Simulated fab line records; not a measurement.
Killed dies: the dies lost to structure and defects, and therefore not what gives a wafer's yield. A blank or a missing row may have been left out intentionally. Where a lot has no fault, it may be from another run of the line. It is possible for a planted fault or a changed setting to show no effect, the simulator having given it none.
Matching of chambers | flow n5-finfet | rie-diel-05 running N5_FIN_SAQP_SPACER1_ETCHBACK_25: 4 sister chambers
The step etches SiO2 in CHF3/O2, target depth 24.4 nm, time 12.2 s. 14 wafers are shown with their chamber, then 7 later ones without.

== EACH WAFER AND ITS CHAMBER ==
wafer  | chamber | showerhead-plenum-p-Torr (Torr) | oes-product-au (a.u.) | rf-vpp-V (V)
L080.2 | 1       | 2.27                            | 0.67                  | 555
L080.3 | 2       | 2.32                            | 0.78                  | 529
L080.4 | 3       | 2.56                            | 0.88                  | 525
L081.1 | 0       | 2.35                            | 0.67                  | 533
L081.2 | 1       | 2.27                            | 0.67                  | 554
L081.6 | 2       | 2.32                            | 0.78                  | 531
L084.4 | 0       | 2.35                            | 0.67                  | 532
L084.5 | 0       | 2.35                            | 0.67                  | 532
L084.6 | 3       | 2.56                            | 0.87                  | 526
L086.2 | 2       | 2.32                            | 0.78                  | 529
L086.3 | 3       | 2.55                            | 0.86                  | 526
L086.6 | 3       | 2.55                            | 0.87                  | 526
L087.2 | 0       | 2.35                            | 0.65                  | 533
L087.4 | 3       | 2.55                            | 0.88                  | 525

SIGNATURES, as means of the wafers listed above
reading                  | chamber 0 | chamber 1 | chamber 2 | chamber 3 | scatter within a chamber
showerhead-plenum-p-Torr | 2.3500    | 2.2700    | 2.3200    | 2.5540    | 0.00346
oes-product-au           | 0.6650    | 0.6700    | 0.7800    | 0.8720    | 0.00762
rf-vpp-V                 | 532.50    | 554.50    | 529.67    | 525.60    | 0.733
Rule: for each reading, subtract the chamber's mean from the wafer's reading, divide by that reading's scatter and square the result; add these up over the readings and take the root, which gives the wafer's distance from the chamber. The wafer belongs to the nearest chamber; if the next one is less than 2 further off, it can't be placed. The scatter: the root of (the sum of the squares of (reading less its chamber's mean) over the shown wafers, divided by (wafers less chambers)).

== WAFERS WHOSE CHAMBER IS MISSING ==
wafer  | showerhead-plenum-p-Torr (Torr) | oes-product-au (a.u.) | rf-vpp-V (V)
L087.5 | 2.32                            | 0.77                  | 532
L088.1 | 2.26                            | 0.67                  | 554
L088.2 | 2.55                            | 0.87                  | 525
L088.4 | 2.35                            | 0.66                  | 533
L090.1 | 2.35                            | 0.66                  | 531
L090.4 | 2.55                            | 0.85                  | 527
L090.5 | 2.35                            | 0.66                  | 532

== WHICH CHAMBER EACH WENT THROUGH ==
wafer  | from the rows above | in truth
L087.5 | 2                   | 2
L088.1 | 1                   | 1
L088.2 | 3                   | 3
L088.4 | 0                   | 0
L090.1 | 0                   | 0
L090.4 | 3                   | 3
L090.5 | 0                   | 0
Placed correctly: 7 of 7. From these rows, 0 cannot be placed. Number placed wrongly: 0.
